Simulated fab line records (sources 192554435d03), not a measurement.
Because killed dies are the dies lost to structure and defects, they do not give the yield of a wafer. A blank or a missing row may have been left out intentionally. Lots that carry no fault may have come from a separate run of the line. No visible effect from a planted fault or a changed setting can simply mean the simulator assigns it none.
Chamber matching    flow n5Finfet    N5_BEOL_M6_STRIP_19 on rieDiel-02 has 4 sister chambers
The step strips in O2. 16 wafers are shown with their chamber, then 8 later ones without.

== WAFERS PAIRED WITH THEIR CHAMBERS ==
wafer   chamber  drypumpMotorCurrentA (A)  showerheadPlenumPTorr (Torr)  throttleValvePct (%)
L076.3  2        5.1                       2.10                          17.18
L076.4  3        5.8                       2.11                          16.99
L076.6  3        5.9                       2.11                          17.00
L077.2  3        5.9                       2.11                          16.99
L077.5  0        6.5                       2.20                          16.61
L077.6  1        6.2                       2.06                          16.50
L083.3  1        6.2                       2.05                          16.53
L083.4  1        6.3                       2.05                          16.54
L083.5  3        5.9                       2.10                          17.02
L084.3  2        5.1                       2.09                          17.20
L084.4  3        5.9                       2.10                          17.04
L084.6  1        6.3                       2.05                          16.51
L093.2  0        6.5                       2.19                          16.68
L093.4  2        5.1                       2.09                          17.23
L093.5  1        6.3                       2.05                          16.04
L094.1  3        5.9                       2.09                          17.07

SIGNATURES (means of the wafers above)
reading                chamber 0  chamber 1  chamber 2  chamber 3  scatter within a chamber
drypumpMotorCurrentA   6.500      6.260      5.100      5.883      0.0412
showerheadPlenumPTorr  2.1950     2.0520     2.0933     2.1033     0.00665
throttleValvePct       16.6450    16.4240    17.2033    17.0183    0.127
Rule: for each reading, subtract the chamber's mean from the wafer's reading, divide by that reading's scatter and square the result; add these up over the readings and take the root, which gives the wafer's distance from the chamber. If the next closest chamber is less than 2 further off than the closest, the wafer can't be placed; otherwise it belongs to the closest. The scatter is the square root of a quotient: the sum, over the shown wafers, of each reading's squared deviation from its chamber's mean, divided by wafers minus chambers.

== WAFERS WITH NO CHAMBER GIVEN ==
wafer   drypumpMotorCurrentA (A)  showerheadPlenumPTorr (Torr)  throttleValvePct (%)
L094.2  6.5                       2.19                          16.68
L094.3  5.1                       2.09                          17.26
L095.2  6.5                       2.19                          16.67
L095.3  5.1                       2.09                          17.22
L095.5  6.5                       2.19                          16.68
L097.1  5.1                       2.08                          17.25
L097.3  5.9                       2.09                          17.07
L097.5  5.1                       2.09                          17.23

== THE CHAMBER EACH PASSED THROUGH ==
wafer   from the rows above  in truth
L094.2  0                    0
L094.3  2                    2
L095.2  0                    0
L095.3  2                    2
L095.5  0                    0
L097.1  2                    2
L097.3  3                    3
L097.5  2                    2
Placed correctly: 8 of 8. Number that these rows cannot place: 0. Number placed wrongly: 0.
